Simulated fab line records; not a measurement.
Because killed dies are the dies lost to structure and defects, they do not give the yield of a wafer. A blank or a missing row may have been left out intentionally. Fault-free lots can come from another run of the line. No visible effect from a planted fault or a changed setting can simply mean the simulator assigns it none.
Which of the tools did it? | flow n5 finfet | 12 lots, 36 wafers sampled, at 3 steps of a route of 1938

WHAT THE GAUGES READ, wafer by wafer
N5_BEOL_M0_CUTY_INSPECT_59: inspects for defects (macro).
lot  | measured     | on                | raw defect count
L075 | day 6 12:40  | defect inspect-01 | 2 4 3
L077 | day 6 16:48  | defect inspect-01 | 0 0 2
L079 | day 7 03:10  | defect inspect-02 | 3 3 2
L081 | day 7 17:16  | defect inspect-01 | 1 1 1
L083 | day 7 23:29  | defect inspect-01 | 3 2 2
L085 | day 8 16:08  | defect inspect-02 | 0 1 1
L087 | day 9 04:41  | defect inspect-02 | 3 0 1
L089 | day 9 16:05  | defect inspect-01 | 1 2 3
L091 | day 10 03:47 | defect inspect-02 | 4 3 3
L093 | day 10 10:54 | defect inspect-01 | 2 4 3
L095 | day 10 21:02 | defect inspect-01 | 2 0 3
L097 | day 11 15:47 | defect inspect-02 | 2 0 1

EACH LOT AND THE TOOL THAT RAN IT (in order: tool; ch and the chambers of the sampled wafers; start)
lot  | N5_BEOL_M0_SAQP_ETCH_106           | N5_BEOL_M0_SAQP_ETCH_107
L075 | rie diel-03 ch 1,2,3, day 6 07:52  | rie diel-03 ch 1,2,3, day 6 07:55
L077 | rie diel-03 ch 0,1,3, day 6 13:44  | rie diel-03 ch 0,1,3, day 6 13:48
L079 | rie diel-03 ch 1,2, day 7 00:10    | rie diel-03 ch 1,2, day 7 00:14
L081 | rie diel-02 ch 0,1,2, day 7 14:14  | rie diel-02 ch 0,1,2, day 7 14:18
L083 | rie diel-03 ch 1,2,3, day 7 20:14  | rie diel-03 ch 1,2,3, day 7 20:17
L085 | rie diel-06 ch 0,1,3, day 8 10:56  | rie diel-06 ch 0,1,3, day 8 11:00
L087 | rie diel-03 ch 0,1, day 9 01:43    | rie diel-03 ch 0,1, day 9 01:47
L089 | rie diel-02 ch 1,3, day 9 12:55    | rie diel-02 ch 1,3, day 9 12:59
L091 | rie diel-03 ch 0,2,3, day 10 00:30 | rie diel-03 ch 0,2,3, day 10 00:34
L093 | rie diel-03 ch 1,2,3, day 10 07:51 | rie diel-03 ch 1,2,3, day 10 07:55
L095 | rie diel-03 ch 2,3, day 10 17:45   | rie diel-03 ch 2,3, day 10 17:49
L097 | rie diel-06 ch 1,2,3, day 11 12:59 | rie diel-06 ch 1,2,3, day 11 13:02
- N5_BEOL_M0_SAQP_ETCH_106: etches SOC in N2/H2, stops on SiNx, target depth 150 nm.
- N5_BEOL_M0_SAQP_ETCH_107: etches SiNx in CH3F/O2, target depth 30 nm.

THE ANSWER, worked out from the rows above alone
Rule: what is usual is taken from the lots themselves. Put in order of their means at a reading, lots are off if they are a third of the lots or fewer, leave a main group of 4 or more, and stand apart from it by a gap of 3 or more times the standard deviation of the main group's means; of several such gaps the widest counts. The tables above print the reading to a certain number of digits; a main group whose means all agree to those digits is not used. Also off: a lot with no number at a reading for which 4 or more lots have one. The other lots that the step has rows for count as sound.
None of the lots is off at any reading shown; this tells nothing.

WHAT THE SIMULATOR HAD INSERTED
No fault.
